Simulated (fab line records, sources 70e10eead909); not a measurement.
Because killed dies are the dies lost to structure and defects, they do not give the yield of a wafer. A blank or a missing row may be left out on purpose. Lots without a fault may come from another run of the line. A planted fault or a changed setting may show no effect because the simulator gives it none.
Matching of chambers | flow nand_harc | 4 sister chambers for NHARC_P_M1_DESCUM_14 on rie_diel-10
The step chemistry O2, time 3 s. 14 wafers are shown with their chamber, then 7 later ones without.

== WAFERS WITH THEIR CHAMBER ==
wafer  | chamber | showerhead_plenum_p_Torr (Torr) | drypump_motor_current_A (A) | oes_product_au (a.u.)
L078.3 | 1       | 1.96                            | 5.8                         | 1.003
L078.5 | 0       | 1.82                            | 5.1                         | 0.994
L078.6 | 3       | 2.06                            | 5.4                         | 1.004
L082.3 | 2       | 1.84                            | 5.0                         | 1.033
L082.4 | 3       | 2.06                            | 5.4                         | 1.003
L082.5 | 2       | 1.84                            | 5.0                         | 1.024
L081.1 | 3       | 2.06                            | 5.4                         | 1.001
L081.4 | 1       | 1.96                            | 5.8                         | 1.007
L081.5 | 3       | 2.06                            | 5.4                         | 1.007
L086.1 | 0       | 1.82                            | 5.2                         | 1.001
L086.2 | 3       | 2.07                            | 5.4                         | 0.991
L086.6 | 3       | 2.06                            | 5.4                         | 1.003
L088.1 | 3       | 2.06                            | 5.4                         | 0.987
L088.3 | 1       | 1.96                            | 5.8                         | 0.977

SIGNATURES (means of the wafers above)
reading                  | chamber 0 | chamber 1 | chamber 2 | chamber 3 | scatter within a chamber
showerhead_plenum_p_Torr | 1.8200    | 1.9600    | 1.8400    | 2.0614    | 0.00293
drypump_motor_current_A  | 5.150     | 5.800     | 5.000     | 5.400     | 0.0224
oes_product_au           | 0.99750   | 0.99567   | 1.02850   | 0.99943   | 0.00963
Rule: for a wafer and a chamber, the distance is found by dividing, reading by reading, the gap between the wafer's reading and the chamber's mean by the reading's scatter, squaring, summing and taking the root. The wafer belongs to the nearest chamber; if the next one is less than 2 further off, it can't be placed. The scatter: take each reading less its chamber's mean, square it, sum over the shown wafers, divide by the number of wafers less the number of chambers, and take the root.

== WAFERS MISSING THEIR CHAMBER ==
wafer  | showerhead_plenum_p_Torr (Torr) | drypump_motor_current_A (A) | oes_product_au (a.u.)
L088.5 | 1.84                            | 5.0                         | 1.002
L089.1 | 1.82                            | 5.1                         | 0.974
L089.4 | 2.06                            | 5.4                         | 0.988
L089.5 | 1.84                            | 5.0                         | 1.014
L091.2 | 1.84                            | 5.0                         | 1.013
L091.3 | 2.06                            | 5.5                         | 0.992
L091.5 | 2.06                            | 5.4                         | 0.996

== THE CHAMBER EACH PASSED THROUGH ==
wafer  | from the rows above | in truth
L088.5 | 2                   | 2
L089.1 | 0                   | 0
L089.4 | 3                   | 3
L089.5 | 2                   | 2
L091.2 | 2                   | 2
L091.3 | 3                   | 3
L091.5 | 3                   | 3
Correct placement for 7 of the 7. Left unplaced by these rows: 0. Wrongly placed: 0.
